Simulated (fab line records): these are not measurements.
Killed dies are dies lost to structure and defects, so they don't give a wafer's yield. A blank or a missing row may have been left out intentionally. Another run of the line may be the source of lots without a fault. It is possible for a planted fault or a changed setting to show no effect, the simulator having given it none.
A single fault, viewed from 2 desks -- flow n5Finfet -- every desk sees just its own numbers, and what lay behind them comes last

== METROLOGY DESK ==
Lot by lot, what the gauges showed, no matter which tool ran the lot: averages of those sampled wafers that carry a number. A lot is out of limits, marked OUT, if its mean lies more than 4 standard deviations from the usual mean; the brackets give that distance. Readings shown: 7 of its 10, picked as those furthest out on some lot.
Columns: A = DIBL_N at N5_BEOL_M4_RC_MEAS_101, usual 37.3 mV/V; B = DIBL_P at N5_BEOL_M4_RC_MEAS_101, usual 37.4 mV/V; C = ION_N at N5_BEOL_M4_RC_MEAS_101, usual 679 uA/um; D = SS_N at N5_BEOL_M4_RC_MEAS_101, usual 71.8 mV/dec; E = SS_P at N5_BEOL_M4_RC_MEAS_101, usual 73.6 mV/dec; F = VT_N at N5_BEOL_M4_RC_MEAS_101, usual 248 mV; G = VT_P at N5_BEOL_M4_RC_MEAS_101, usual -248 mV
lot,first seen here,A,B,C,D,E,F,G
L600,day 8 21:04,34.3,34.8,663,71.4,72.5,254,-250
L603,day 9 22:00,34.0,32.0,661,70.7,73.2,254,-252
L606,day 10 01:52,37.3,37.7,680,71.2,73.7,252,-250
L613,day 12 04:39,32.3,32.9,655,71.1,72.4,253,-250
L614,day 12 06:40,36.4,37.0,674,71.4,73.8,250,-248
L618,day 13 07:44,36.4,35.9,671,71.8,73.0,251,-253
This desk found nothing out of limits on any of the 6 lots.

== TOOL OWNER'S DESK, cvdW-01 ==
The tool's own readings at N5_HKMG_FIN_ALD_72 (deposits W, target thk 2 nm, pulse time 1 s, purge time 2 s): means of the sampled wafers that have a number, for each lot that ran on this tool. A lot is out of limits, marked OUT, if its mean lies more than 4 standard deviations from the usual mean; the brackets give that distance.
Columns: A = chamberPressureTorr at N5_HKMG_FIN_ALD_72, usual 7.500 Torr; B = heaterPowerW at N5_HKMG_FIN_ALD_72, usual 498 W; C = precursorPulseHeightRel at N5_HKMG_FIN_ALD_72, usual 0.999
lot,first seen here,A,B,C
L600,day 5 00:32,7.497,495,0.979
L603,day 6 07:23,7.489,490,1.001
L606,day 6 18:51,7.501,480,0.993
This desk found nothing out of limits on any of the 3 lots.

== ALL TOGETHER ==
Nothing out of limits was seen by the metrology desk.
The desk of the tool owner found nothing out of limits.

== WHAT THE SIMULATOR HAD PUT IN ==
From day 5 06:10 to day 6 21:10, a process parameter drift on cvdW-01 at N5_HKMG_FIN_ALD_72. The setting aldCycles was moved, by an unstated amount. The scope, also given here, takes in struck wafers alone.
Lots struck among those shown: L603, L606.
